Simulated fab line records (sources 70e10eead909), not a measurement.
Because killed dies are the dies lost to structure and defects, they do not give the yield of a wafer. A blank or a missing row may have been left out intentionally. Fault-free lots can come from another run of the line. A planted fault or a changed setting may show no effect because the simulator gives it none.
A struck lot beside a sound one + flow nandHarc + 15 steps out of a route of 1302
Sound: wafers L747.3, L747.4, L747.6. Wafers L755.2, L755.3, L755.4 were the ones struck. The cause is named last.
Each step with rows lists, per side, the tool, then ch with its chambers, then its first start. Under that, the readings that differ: sound wafers + struck wafers + difference of the means + sigmas: that difference in standard deviations of wafers without a fault.
alike: readings with means less than 2 such deviations apart, plus words and numbers identical on both sides. not compared: withheld readings, readings lacking a value on some wafer, bounds such as >300 that could conceal the same value, and numbers that have no deviation in the record and whose values overlap.
Wherever a step has rows on one side only, a row that says differs or no value, or a row with sigmas, the two part there. Numbers that don't overlap but have no deviation are shown without sigmas and don't part them. A reading missing from all wafers of one side parts the sides only when that side holds two or more wafers.

first, 3 steps without rows for these wafers: NHARC_A_CHANNEL_HOLE_D2_STRIP_41 (strips in N2/H2); NHARC_A_CHANNEL_HOLE_D2_STRIP_42 (strips in CF4/CHF3); NHARC_A_CHANNEL_HOLE_D2_STRIP_43 (strips in O2/COS).
NHARC_A_CHANNEL_HOLE_D2_ETCH_44: etches the open film in CF4/O2, target depth 140 nm, overetch 14 nm, time 77 s.
  sound on rieDiel-08 ch 0,1,2, day 13 17:20; struck on rieDiel-13 ch 0,1,2, day 17 16:50
  alike: cf4FlowSccm, drypumpMotorCurrentA, o2FlowSccm, oesProductAu, rfVppV, showerheadPlenumPTorr, throttleValvePct
  not compared: rfHoursCounterH
NHARC_A_CHANNEL_HOLE_D2_STRIP_28: strips in O2.
  sound: rieDiel-08 ch 0,1,3; struck: rieDiel-13 ch 0,1,2
| reading             | sound             | struck            | difference | sigmas |
|---------------------|-------------------|-------------------|------------|--------|
| oesProductAu (a.u.) | 1.010 1.003 1.007 | 0.981 0.979 0.974 | -0.029     | -2     |
  alike: drypumpMotorCurrentA, o2FlowSccm, rfVppV, showerheadPlenumPTorr, throttleValvePct
  not compared: rfHoursCounterH
then, 2 steps without rows for these wafers: NHARC_A_CHANNEL_HOLE_D2_PRECLEAN_29 (cleans in SC1); NHARC_A_CHANNEL_HOLE_D2_SRD_30.
NHARC_A_CHANNEL_HOLE_D2_CD_MEAS_31:
  sound on cdSem-01 at day 13 18:08; struck on cdSem-01 at day 17 17:38
  alike: cdNm
NHARC_A_CHANNEL_HOLE_D2_XSEM_32:
  sound on xsem-02 ch 0, day 13 18:13; struck on xsem-02 ch 0, day 17 17:43
  alike: botCdNm, bowNm, tiltDeg
NHARC_A_CHANNEL_HOLE_D2_INSPECT_40:
  sound on defectInspect-02 at day 13 18:19; struck on defectInspect-02 at day 17 17:49
| reading        | sound       | struck      | difference | sigmas |
|----------------|-------------|-------------|------------|--------|
| rawDefectCount | 523 221 502 | 245 233 248 | -173       | -2     |
then, 2 steps without rows for these wafers: NHARC_A_CHANNEL_FILL_D2_PRECLEAN_00 (cleans in SC1); NHARC_A_CHANNEL_FILL_D2_SRD_01.
NHARC_A_CHANNEL_FILL_D2_ALD_02: deposits SiO2, target thk 6 nm, pulse time 10 s, ald cycles 60.
  sound on aldHk-02 ch 0,1,2, day 13 20:13; struck on aldHk-02 ch 0,1,2, day 17 18:01
| reading            | sound                | struck               | difference | sigmas |
|--------------------|----------------------|----------------------|------------|--------|
| susceptorTempC (C) | 299.74 300.05 300.16 | 290.66 290.71 291.15 | -9.14      | -44    |
  alike: heaterPowerW, precursorPulseHeightRel
  not compared: sinceWetCleanH
NHARC_A_CHANNEL_FILL_D2_ALD_03: deposits SiNx, target thk 6 nm, pulse time 60 s, ald cycles 58.
  sound: aldSinBatch-02 ch 0; struck: aldSinBatch-02 ch 0
  alike: precursorPulseHeightRel, susceptorTempC
-- record jumps: 11 days between struck wafers' starts before vs after; left off in module A_CHANNEL_FILL_D2, resumes in module END, first step shown is number 1302 of the route --
NHARC_END_SORT_01:
  sound on prober-01 ch 0, day 24 20:07; struck on prober-02 ch 0, day 28 13:31
| reading       | sound    | struck    | difference | sigmas |
|---------------|----------|-----------|------------|--------|
| killedAtArray | 53 30 44 | 76 94 68  | +37        | +2     |
| killedAtOther | 0 0 0    | 7 3 1     | +4         | +3     |
| killedDies    | 57 36 48 | 90 102 77 | +43        | +3     |
  alike: killedAtPeriphery, killedOpen, killedShort

## WHERE THEY PART
At NHARC_A_CHANNEL_HOLE_D2_STRIP_28 first; at NHARC_END_SORT_01 last (within this record only).

WHY: what had been put in by the simulator
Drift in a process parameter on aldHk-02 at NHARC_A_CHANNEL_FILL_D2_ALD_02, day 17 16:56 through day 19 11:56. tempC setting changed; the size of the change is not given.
